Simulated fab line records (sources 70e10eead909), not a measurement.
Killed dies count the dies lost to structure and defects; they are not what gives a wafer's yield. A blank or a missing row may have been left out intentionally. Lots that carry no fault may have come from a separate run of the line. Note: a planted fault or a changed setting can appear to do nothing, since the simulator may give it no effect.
Matching of chambers + flow nand_harc + NHARC_P_BONDPAD_DEP_00 on pecvd-04 has 3 sister chambers
The step deposits SiCN, target thk 250 nm. 3 wafers are shown with their chamber, then 7 later ones without.

## WAFERS WITH THEIR CHAMBER
| wafer  | chamber | heater_power_w (W) |
|--------|---------|--------------------|
| L087.4 | 1       | 646                |
| L090.2 | 0       | 555                |
| L090.5 | 2       | 689                |

## WAFERS WITH NO CHAMBER GIVEN
| wafer  | heater_power_w (W) |
|--------|--------------------|
| L090.6 | 561                |
| L093.1 | 656                |
| L093.2 | 476                |
| L093.5 | 480                |
| L096.1 | 654                |
| L096.2 | 532                |
| L096.4 | 550                |

## WHICH CHAMBER EACH WENT THROUGH
| wafer  | from the rows above     | in truth |
|--------|-------------------------|----------|
| L090.6 | can't be placed: 0 or 1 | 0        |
| L093.1 | can't be placed: 1 or 2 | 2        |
| L093.2 | 0                       | 0        |
| L093.5 | 0                       | 0        |
| L096.1 | can't be placed: 1 or 2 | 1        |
| L096.2 | 0                       | 0        |
| L096.4 | 0                       | 0        |
Correctly placed: 4 of 7. These rows do not allow placing 3 (true chamber among the candidates in 3). Wrongly placed: 0.
How it was worked out, from the rows above alone: a wafer's distance from a chamber is the root of the sum, over the readings, of the square of ((its reading less the chamber's mean) divided by the reading's scatter). If the next closest chamber is less than 2 further off than the closest, the wafer can't be placed; otherwise it belongs to the closest. For every chamber, the mean is computed from those of its wafers that are shown. The scatter: with one shown wafer a chamber, the root of the mean of the squares of how far each hidden wafer lies from its nearest shown one.
